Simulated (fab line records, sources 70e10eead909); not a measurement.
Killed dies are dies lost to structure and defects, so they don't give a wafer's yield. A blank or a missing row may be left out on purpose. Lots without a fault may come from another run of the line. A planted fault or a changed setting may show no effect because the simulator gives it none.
fab line records | flow nand_harc
record lots=14 wafers=42 last_day=24
route steps=1159 shown A_STAIRCASE@710 A_SGD_CUT@747
lots that met no fault: from a run of the same line without faults
start_h: hours from the record's first day to the start of the lot's first wafer shown | wait_h: hours since the lot's step before | " the same as in the row above | L1.1+2: a row that stands for several wafers | - no value, or no start given | * or withheld: withheld | < > ~ a bound
route shown NAME@n: a module of which the file shows steps, and the number in the route of the first | usual: mean/standard deviation of fault-free wafers | same: alike in all rows | chamber/n: place in a boat | sites: the reading at each site | _std_site: their standard deviation | _edge_site: outer sites' mean less inner sites' | radius_mm: how far each site lies from the wafer's centre | mask NAME#n: copy n | behind: the tool/chamber that last shaped the wafer | hold: why the lot was held/for how many hours/how that ended | device: the transistor (n, p or np) that didn't switch | end of line: the same wafers' tests at the end of the route | a step without rows: its recipe alone | killed: dies lost to structure and defects at the first sort, not the wafer's yield | map: a wafer's dies, x killed, . not, _ none there
set.NAME: the setting as run; set.NAME@STEP: as run at that earlier step | model.NAME: the simulator's own value behind a step, which no gauge read
steps of the route over a sample of lots; a table a step, a row a wafer
services: from which hour (start_h, from the record's first day; less than 0 if before it) a tool's chamber was out of use, for how many hours, and why
## steps
# step NHARC_A_STAIRCASE_DEP_322
# recipe target_thk_a=38000 temp_c=400 target_thk_nm=3800 teos_flow_sccm=200 rf_w=500 material=SiO2
# usual heater_power_outer_w=380/56 heater_power_w=663/81
# columns lot.wafer tool chamber start_h wait_h heater_power_outer_w heater_power_w
L944.4 pecvd-01 0 281.65 0.5 312 652
L944.5 " 1 " " 354 555
L944.6 " 0 " " 308 638
L949.2 pecvd-02 2 298.37 0.2 296 548
L949.5 " 2 " " 300 542
L949.6 " 0 " " 427 734
L945.5 pecvd-01 1 298.57 0.4 351 554
L945.4 " 2 " " 372 669
L945.6 " 0 " " 310 657
L946.1 pecvd-01 0 298.95 0.7 431 815
L946.3 " 1 " " 441 675
L946.4 " 1 " " 343 548
L948.1 pecvd-02 0 309.92 0.1 448 769
L948.2 " 1 " " 418 704
L948.5 " 0 " " 418 741
L951.2 pecvd-03 0 338.96 0.2 416 663
L951.4 " 2 " " 346 646
L951.6 " 1 " " 297 533
L950.3 pecvd-01 0 338.96 0.2 405 782
L950.5 " 0 " " 312 657
L950.6 " 1 " " 344 550
L959.2 pecvd-02 0 387.54 0.1 395 721
L959.1 " 2 " " 343 592
L959.4 " 2 " " 294 523
L958.1 pecvd-02 0 398.26 0.1 464 787
L958.6 " 1 " " 384 638
L958.4 " 2 " " 291 531
L963.3 pecvd-03 1 398.43 0.2 325 547
L963.1 " 0 " " 532 824
L963.6 " 0 " " 413 675
L964.3 pecvd-02 0 406.40 0.2 418 726
L964.1 " 1 " " 384 642
L964.4 " 0 " " 396 694
L965.1 pecvd-03 1 406.40 0.2 384 660
L965.3 " 2 " " 362 670
L965.4 " 2 " " 344 647
L967.2 pecvd-01 2 415.23 0.2 481 836
L967.4 " 0 " " 313 659
L967.5 " 0 " " 311 643
L966.2 pecvd-03 0 415.28 0.3 507 784
L966.4 " 1 " " 299 536
L966.6 " 0 " " 416 678
# step NHARC_A_STAIRCASE_ETCHBACK_157
# recipe target_depth_a=900 over_etch_frac=0.3 time_s=167.14 ion_energy_ev=120 ch3f_flow_sccm=50 o2_flow_sccm=30 ar_flow_sccm=200 rf_w=500 bias_w=100 chemistry=CH3F/O2
# usual drypump_motor_current_A=5.9/0.49 oes_product_au=0.97/0.034 rf_vpp_V=244.5/2.1 showerhead_plenum_p_Torr=2.47/0.13 throttle_valve_pct=20.663/0.0095
# same time_s=167.14
# columns lot.wafer tool chamber start_h wait_h drypump_motor_current_A oes_product_au rf_hours_counter_h rf_vpp_V showerhead_plenum_p_Torr throttle_valve_pct
L944.4 rie_diel-03 2 300.50 0.2 6.7 0.93 30 244.1 2.44 20.661
L944.5 " 3 " " 6.4 0.92 - 246.6 2.59 20.660
L944.6 " 0 " " 5.3 0.93 - 241.6 2.28 20.664
L946.1 rie_diel-11 1 318.64 0.2 5.5 0.93 45 242.6 2.36 20.663
L946.4 " 2 " " 5.4 0.94 45 244.8 2.53 20.660
L946.3 " 3 " " 5.4 0.94 43 242.7 2.27 20.662
L949.2 rie_diel-11 2 318.97 0.3 5.4 0.92 46 245.8 2.53 20.660
L949.6 " 3 " " 5.4 0.94 - 240.7 2.27 20.661
L949.5 " 0 " " 6.5 0.94 - 245.0 2.49 20.654
L945.4 rie_diel-03 2 320.21 0.2 6.8 0.93 39 242.8 2.44 20.686
L945.5 " 3 " " 6.4 0.93 - 245.8 2.58 20.673
L945.6 " 0 " " 5.3 0.93 - 241.7 2.28 20.648
L948.1 rie_diel-11 0 329.43 0.2 6.5 1.00 46 244.4 2.49 20.662
L948.2 " 3 " " 5.4 1.00 47 242.4 2.27 20.666
L948.5 " 1 " " 5.5 1.00 - 242.4 2.36 20.659
L950.3 rie_diel-11 0 357.88 0.2 6.5 1.00 55 243.7 2.49 20.655
L950.5 " 2 " " 5.4 0.99 - 245.7 2.52 20.655
L950.6 " 3 " " 5.4 1.00 - 242.6 2.27 20.658
L951.4 rie_diel-11 3 358.34 0.1 5.4 0.93 57 241.8 2.27 20.666
L951.2 " 1 " " 5.5 0.92 59 243.6 2.36 20.657
L951.6 " 0 " " 6.5 0.92 - 245.6 2.49 20.662
L959.2 rie_diel-03 3 409.50 0.1 6.4 0.99 2 246.2 2.57 20.675
L959.4 " 1 " " 6.4 0.99 4 243.7 2.30 20.671
L959.1 " 2 " " 6.7 0.99 3 242.6 2.42 20.655
L963.1 rie_diel-11 0 421.71 0.2 6.5 0.93 17 244.2 2.48 20.657
L963.3 " 3 " " 5.5 0.93 17 246.8 2.65 20.658
L963.6 " 0 " " 6.5 0.94 - 243.6 2.48 20.660
L958.1 rie_diel-03 2 421.84 0.2 6.7 1.01 6 244.1 2.42 20.658
L958.4 " 3 " " 6.4 1.01 4 244.8 2.57 20.672
L958.6 " 1 " " 6.4 1.01 - 241.3 2.30 20.672
L964.1 rie_diel-03 3 426.57 0.1 6.4 0.98 7 245.6 2.57 20.665
L964.3 " 1 " " 6.4 1.00 8 242.1 2.30 20.667
L964.4 " 2 " " 6.7 0.99 8 245.0 2.42 20.662
L965.4 rie_diel-04 0 426.86 0.1 6.0 0.99 55 244.9 2.49 20.651
L965.3 " 2 " " 5.6 0.99 42 240.0 2.27 20.647
L965.1 " 3 " " 6.0 0.97 51 244.8 2.56 20.656
L967.2 rie_diel-04 0 441.13 0.1 5.9 0.93 61 244.9 2.49 20.662
L967.4 " 2 " " 5.6 0.94 47 242.1 2.27 20.666
L967.5 " 1 " " 6.2 0.93 - 246.3 2.63 20.675
L966.4 rie_diel-04 3 441.44 0.2 6.1 1.00 57 247.0 2.56 20.648
L966.2 " 1 " " 6.2 1.01 62 247.9 2.63 20.673
L966.6 " 0 " " 6.0 1.01 - 244.5 2.49 20.658
# step NHARC_A_SGD_CUT_DEP_00
# recipe target_thk_a=500 temp_c=400 target_thk_nm=50 flow_sccm=200 rf_w=450 material=SiNx
# usual heater_power_outer_w=422/60 heater_power_w=717/78
# columns lot.wafer tool chamber start_h wait_h heater_power_outer_w heater_power_w
L944.4 pecvd-01 2 301.49 0.2 395 703
L944.6 " 0 " " 345 710
L944.5 " 1 " " 394 629
L946.1 pecvd-01 1 319.78 0.2 423 655
L946.3 " 2 " " 397 739
L946.4 " 0 " " 426 821
L949.2 pecvd-03 0 320.01 0.1 553 821
L949.5 " 1 " " 389 650
L949.6 " 2 " " 395 701
L945.5 pecvd-03 0 321.30 0.1 508 769
L945.6 " 1 " " 343 591
L945.4 " 2 " " 420 743
L948.1 pecvd-04 1 330.41 0.1 464 743
L948.2 " 2 " " 493 803
L948.5 " 1 " " 456 753
L950.3 pecvd-03 0 358.81 0.1 477 766
L950.6 " 0 " " 481 749
L950.5 " 2 " " 389 691
L951.2 pecvd-01 0 359.33 0.1 403 767
L951.4 " 2 " " 436 778
L951.6 " 0 " " 397 776
L959.1 pecvd-04 2 410.60 0.1 - -
L959.2 " 1 " " - -
L959.4 " 1 " " - -
L963.1 pecvd-04 0 422.71 0.1 342 620
L963.3 " 2 " " 570 866
L963.6 " 2 " " 545 895
L958.1 pecvd-04 2 422.94 0.1 - -
L958.6 " 0 " " - -
L958.4 " 1 " " - -
L964.1 pecvd-04 2 427.60 0.1 567 878
L964.3 " 0 " " 346 603
L964.4 " 0 " " 347 605
L965.3 pecvd-03 2 427.96 0.1 381 678
L965.1 " 0 " " 533 808
L965.4 " 2 " " 373 680
L967.2 pecvd-03 1 442.21 0.1 355 603
L967.4 " 1 " " 351 614
L967.5 " 2 " " 412 729
L966.2 pecvd-04 1 442.60 0.2 428 720
L966.4 " 0 " " 363 627
L966.6 " 1 " " 420 718
# step NHARC_A_SGD_CUT_ETCH_15
# recipe target_depth_a=750 time_s=64.3 ch3f_flow_sccm=50 o2_flow_sccm=30 ar_flow_sccm=200 rf_w=500 bias_w=100 chemistry=CH3F/O2
# usual drypump_motor_current_A=5.9/0.53 oes_product_au=0.954/0.018 rf_vpp_V=264.4/1.8 showerhead_plenum_p_Torr=2.49/0.1 throttle_valve_pct=20.664/0.0091
# same time_s=64.3
# columns lot.wafer tool chamber start_h wait_h drypump_motor_current_A oes_product_au rf_hours_counter_h rf_vpp_V showerhead_plenum_p_Torr throttle_valve_pct
L944.4 rie_diel-12 3 - - 5.3 0.985 8 260.3 2.37 20.658
L944.5 " 0 " " 6.7 0.965 - 266.6 2.61 20.661
L944.6 " 1 " " 6.6 0.958 - 265.9 2.64 20.664
L946.3 rie_diel-13 0 - - 5.7 0.970 3 264.7 2.45 20.661
L946.1 " 1 " " 5.7 0.959 3 264.0 2.40 20.657
L946.4 " 2 " " 5.6 0.955 3 266.1 2.51 20.667
L949.2 rie_diel-12 3 - - 5.3 0.980 10 262.3 2.37 20.667
L949.5 " 2 " " 4.9 0.967 - 266.0 2.59 20.674
L949.6 " 3 " " 5.3 0.981 - 262.9 2.37 20.680
L945.4 rie_diel-12 3 - - 5.3 0.981 10 262.7 2.37 20.658
L945.5 " 3 " " 5.3 0.988 - 262.7 2.37 20.671
L945.6 " 0 " " 6.8 0.984 - 266.3 2.60 20.657
L948.1 rie_diel-12 2 332.06 0.4 5.0 0.945 13 267.4 2.59 20.672
L948.2 " 0 " " 6.7 0.961 12 266.9 2.60 20.674
L948.5 " 2 " " 5.0 0.947 - 265.4 2.59 20.664
L950.3 rie_diel-13 2 - - 5.6 0.926 6 265.8 2.51 20.669
L950.5 " 1 " " 5.6 0.922 - 262.1 2.39 20.667
L950.6 " 2 " " 5.7 0.917 - 264.0 2.51 20.670
L951.4 rie_diel-12 1 - - 6.6 0.936 13 266.9 2.63 20.660
L951.2 " 2 " " 5.0 0.929 15 265.2 2.59 20.665
L951.6 " 2 " " 5.0 0.920 - 263.9 2.59 20.670
L959.1 rie_diel-02 0 - - 5.9 0.948 6 262.4 2.34 20.648
L959.2 " 2 " " 6.0 0.958 6 263.2 2.34 20.676
L959.4 " 2 " " 6.0 0.961 - 264.3 2.34 20.663
L963.1 rie_diel-02 1 - - 6.0 0.969 7 267.0 2.59 20.656
L963.3 " 2 " " 6.0 0.955 7 262.5 2.34 20.678
L963.6 " 2 " " 6.0 0.958 - 262.3 2.34 20.652
L958.4 rie_diel-12 3 - - 5.3 0.966 4 262.3 2.36 20.670
L958.1 " 1 " " 6.6 0.949 5 266.6 2.63 20.664
L958.6 " 0 " " 6.7 0.942 - 267.4 2.60 20.671
L964.1 rie_diel-02 1 - - 6.0 0.961 8 265.0 2.59 20.667
L964.3 " 2 " " 6.0 0.959 8 262.7 2.34 20.677
L964.4 " 2 " " 6.0 0.958 - 260.7 2.34 20.664
L965.1 rie_diel-12 0 - - 6.7 0.971 6 266.5 2.60 20.661
L965.3 " 1 " " 6.6 0.965 6 266.0 2.63 20.654
L965.4 " 3 " " 5.3 0.970 5 261.7 2.36 20.669
L967.2 rie_diel-13 0 - - 5.7 0.963 16 263.7 2.45 20.677
L967.4 " 2 " " 5.7 0.945 16 264.6 2.51 20.659
L967.5 " 0 " " 5.8 0.955 - 263.7 2.45 20.662
L966.2 rie_diel-12 3 - - 5.3 0.937 6 263.0 2.36 20.657
L966.4 " 1 " " 6.6 0.949 7 266.1 2.63 20.673
L966.6 " 3 " " 5.4 0.942 - 261.7 2.36 20.647
## services
# columns tool chamber start_h hours kind
pecvd-01 2 263.70 19.5 repair
rie_diel-11 - 266.91 0.6 repair
rie_diel-03 1 267.09 5.7 repair
rie_diel-03 1 273.67 5.0 repair
rie_diel-13 - 276.10 9.0 pm
rie_diel-12 3 282.83 4.1 repair
rie_diel-04 - 289.30 9.0 pm
pecvd-04 2 289.92 14.7 repair
pecvd-03 - 292.00 13.0 pm
rie_diel-11 0 304.69 1.6 repair
rie_diel-12 1 327.02 12.7 repair
rie_diel-12 3 330.65 11.5 repair
pecvd-02 - 334.00 13.0 pm
rie_diel-11 3 334.96 3.5 repair
pecvd-01 0 345.41 3.6 repair
pecvd-04 - 360.38 0.3 repair
rie_diel-11 - 366.50 9.0 pm
rie_diel-12 0 369.94 2.3 repair
rie_diel-12 1 373.02 6.4 repair
pecvd-04 - 376.21 13.0 pm
rie_diel-12 - 379.40 9.0 pm
pecvd-01 - 389.82 0.6 repair
rie_diel-03 - 392.45 9.0 pm
pecvd-01 - 418.60 13.0 pm
## key
first_sign step=NHARC_A_SGD_CUT_DEP_00 reading=tool_record direction=missing
effect none on later readings
met_at NHARC_A_SGD_CUT_DEP_00
struck_lots L958,L959
later_rows_left_out L958.1,L958.4,L958.6,L959.1,L959.2,L959.4
sort_left_out L958.1,L958.4,L958.6,L959.1,L959.2,L959.4
tester_left_out L958,L959
not_acting_at NHARC_A_STAIRCASE_DEP_322,NHARC_A_STAIRCASE_ETCHBACK_157,NHARC_A_SGD_CUT_ETCH_15
onset_between 330.41 410.60
fault kind=skipped_step_whole tool=pecvd-04 chamber=- onset_h=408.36 steps=NHARC_A_SGD_CUT_DEP_00 scope=struck_lots_only
# tester_left_out: of these lots the tester's yield and bins aren't shown, on N5 and GAA mostly nor the transistor test; their killed dies are dies lost to structure and defects alone, not to doping, threshold or leakage, so they don't give the yield
# sort_left_out: the simulated sort isn't trusted on such a fault, so these wafers' sort isn't shown, and their yield isn't known
# later_rows_left_out: the simulator's readings of these wafers behind a module that went badly wrong aren't trusted and aren't shown, but for the sort
